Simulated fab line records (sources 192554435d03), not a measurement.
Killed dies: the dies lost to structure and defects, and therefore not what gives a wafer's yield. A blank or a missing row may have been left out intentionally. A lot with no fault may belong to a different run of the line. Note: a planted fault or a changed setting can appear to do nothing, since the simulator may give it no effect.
Which tool was responsible? ; flow n5_finfet ; 11 lots with 33 wafers sampled at 6 steps, on a route of 1938 steps

## WHAT THE GAUGES SHOWED, per wafer
N5_MOL_CONTACT_COAG_CD_MEAS_137 targets a cd of 16 nm.
lot;measured;on;cd_nm (nm)
L076;day 5 18:22;cd_sem-01;16.0 16.2 16.5
L078;day 6 07:25;cd_sem-01;16.6 16.1 15.4
L080;day 6 18:44;cd_sem-02;16.4 15.6 16.3
L082;day 7 09:28;cd_sem-01;16.1 16.4 16.3
L084;day 7 22:13;cd_sem-03;15.6 15.9 15.9
L086;day 8 07:01;cd_sem-03;16.2 16.1 15.9
L088;day 8 22:02;cd_sem-03;16.1 16.0 16.0
L090;day 9 10:07;cd_sem-01;16.1 16.2 15.6
L092;day 9 17:52;cd_sem-01;15.7 15.7 16.3
L094;day 10 07:53;cd_sem-03;15.7 16.3 16.4
L096;day 10 18:02;cd_sem-02;15.8 15.5 15.8

## TOOL THAT RAN EACH LOT (tool first, then ch and the chambers of the sampled wafers, then the start)
lot;N5_MOL_CONTACT_COAG_ALD_123;N5_MOL_CONTACT_COAG_ETCH_89;N5_MOL_CONTACT_COAG_ALD_131;N5_MOL_CONTACT_COAG_ETCHBACK_132;N5_MOL_CONTACT_COAG_STRIP_96
L076;ald_sin-02 ch 1,2,3, day 5 16:16;rie_diel-03 ch 2,3, day 5 17:16;ald_sin-04 ch 0,2, day 5 17:41;rie_diel-04 ch 0,1,3, day 5 17:52;rie_diel-04 ch 0,1,3, day 5 18:06
L078;ald_sin-04 ch 0,1,2, day 6 04:43;rie_diel-02 ch 0,2,3, day 6 06:34;ald_sin-04 ch 1,2,3, day 6 06:40;rie_diel-03 ch 0,2,3, day 6 06:56;rie_diel-03 ch 0,2,3, day 6 07:09
L080;ald_sin-02 ch 1,2,3, day 6 16:48;rie_diel-02 ch 1,2,3, day 6 17:56;ald_sin-02 ch 0,3, day 6 18:02;rie_diel-02 ch 0,2,3, day 6 18:13;rie_diel-02 ch 0,2,3, day 6 18:26
L082;ald_sin-04 ch 1,2,3, day 7 07:23;rie_diel-04 ch 1,2, day 7 08:37;ald_sin-04 ch 0,2, day 7 08:43;rie_diel-03 ch 2,3, day 7 08:56;rie_diel-03 ch 2,3, day 7 09:10
L084;ald_sin-01 ch 0,2,3, day 7 20:11;rie_diel-03 ch 1,3, day 7 21:19;ald_sin-04 ch 1,2,3, day 7 21:25;rie_diel-02 ch 0,1,2, day 7 21:42;rie_diel-02 ch 0,1,2, day 7 21:55
L086;ald_sin-04 ch 0,1,3, day 8 04:53;rie_diel-02 ch 0,1,3, day 8 06:09;ald_sin-04 ch 1,2,3, day 8 06:15;rie_diel-02 ch 0,1,2, day 8 06:31;rie_diel-02 ch 0,1,2, day 8 06:44
L088;ald_sin-01 ch 1,3, day 8 20:05;rie_diel-02 ch 0,1,3, day 8 21:13;ald_sin-02 ch 0,2,3, day 8 21:19;rie_diel-02 ch 0,1,2, day 8 21:30;rie_diel-02 ch 0,1,2, day 8 21:43
L090;ald_sin-02 ch 1,3, day 9 08:14;rie_diel-03 ch 1,3, day 9 09:19;ald_sin-02 ch 0,1,3, day 9 09:25;rie_diel-04 ch 1,2,3, day 9 09:35;rie_diel-04 ch 1,2,3, day 9 09:49
L092;ald_sin-04 ch 1,2,3, day 9 16:02;rie_diel-03 ch 0,2,3, day 9 17:02;ald_sin-04 ch 0,2,3, day 9 17:08;rie_diel-03 ch 0,2,3, day 9 17:19;rie_diel-03 ch 0,2,3, day 9 17:33
L094;ald_sin-01 ch 0,1,3, day 10 05:58;rie_diel-03 ch 1,2,3, day 10 07:07;ald_sin-02 ch 1,2,3, day 10 07:13;rie_diel-03 ch 1,3, day 10 07:23;rie_diel-03 ch 1,3, day 10 07:37
L096;ald_sin-02 ch 0,1,2, day 10 14:33;rie_diel-04 ch 0,3, day 10 16:48;ald_sin-04 ch 0,2,3, day 10 17:07;rie_diel-02 ch 0,2,3, day 10 17:32;rie_diel-02 ch 0,2,3, day 10 17:46
- N5_MOL_CONTACT_COAG_ALD_123: deposits SiNx, target thk 5 nm, pulse time 1 s, purge time 2 s.
- N5_MOL_CONTACT_COAG_ETCH_89: etches underlayer in N2/H2, target depth 13 nm, time 10.4 s.
- N5_MOL_CONTACT_COAG_ALD_131: deposits SiO2, target thk 5 nm, pulse time 1 s, co reactant pulse time 1 s.
- N5_MOL_CONTACT_COAG_ETCHBACK_132: etches SiO2 in CHF3, target depth 10 nm, time 6.7 s.
- N5_MOL_CONTACT_COAG_STRIP_96: strips in N2/H2.

## THE ANSWER, worked out from the rows above alone
Rule: usual is defined by the lots themselves. Put in order of their means at a reading, lots are off if they are a third of the lots or fewer, leave a main group of 4 or more, and stand apart from it by a gap of 3 or more times the standard deviation of the main group's means; of several such gaps the widest counts. If all means in a main group match to the digits the tables above print for the reading, that group is not used. Also off: a lot with no number at a reading for which 4 or more lots have one. Where the step has rows for the other lots, those lots are counted as sound.
No lot is off on any of the readings shown, so nothing can be concluded from this.

## WHAT THE SIMULATOR PUT IN
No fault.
